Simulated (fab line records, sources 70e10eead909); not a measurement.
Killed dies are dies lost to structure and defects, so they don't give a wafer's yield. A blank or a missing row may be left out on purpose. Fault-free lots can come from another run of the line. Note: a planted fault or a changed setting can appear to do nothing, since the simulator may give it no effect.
Chamber matching || flow nandHarc || NHARC_P_BONDPAD_CMP_32 on cmp-02 has 3 sister chambers
The step polishes SiCN, target thk 200 nm. 3 wafers are shown with their chamber, then 6 later ones without.

EACH WAFER AND ITS CHAMBER
{"wafer": "L081.2", "chamber": 3, "motorCurrentA (A)": 12.8}
{"wafer": "L090.1", "chamber": 1, "motorCurrentA (A)": 12.2}
{"wafer": "L090.3", "chamber": 2, "motorCurrentA (A)": 10.5}

WAFERS WITHOUT THEIR CHAMBER
{"wafer": "L090.6", "motorCurrentA (A)": 10.3}
{"wafer": "L093.2", "motorCurrentA (A)": 12.2}
{"wafer": "L093.4", "motorCurrentA (A)": 12.0}
{"wafer": "L093.5", "motorCurrentA (A)": 12.3}
{"wafer": "L097.1", "motorCurrentA (A)": 13.1}
{"wafer": "L097.5", "motorCurrentA (A)": 12.4}

THE CHAMBER EACH PASSED THROUGH
{"wafer": "L090.6", "from the rows above": 2, "in truth": 2}
{"wafer": "L093.2", "from the rows above": 1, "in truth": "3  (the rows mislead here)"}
{"wafer": "L093.4", "from the rows above": 1, "in truth": 1}
{"wafer": "L093.5", "from the rows above": 1, "in truth": 1}
{"wafer": "L097.1", "from the rows above": 3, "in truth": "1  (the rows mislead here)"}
{"wafer": "L097.5", "from the rows above": "can't be placed: 1 or 3", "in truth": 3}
Correct placement for 3 of the 6. These rows do not allow placing 1 (true chamber among the candidates in 1). Wrongly placed: 2.
How it was worked out, from the rows above alone: a wafer's distance from a chamber is the root of the sum, over the readings, of the square of ((its reading less the chamber's mean) divided by the reading's scatter). The wafer belongs to the nearest chamber; if the next one is less than 2 further off, it can't be placed. The mean given for a chamber averages the wafers shown for that chamber. The scatter (one wafer shown for each chamber): square how far every hidden wafer sits from the nearest shown wafer, average those squares and take the square root.
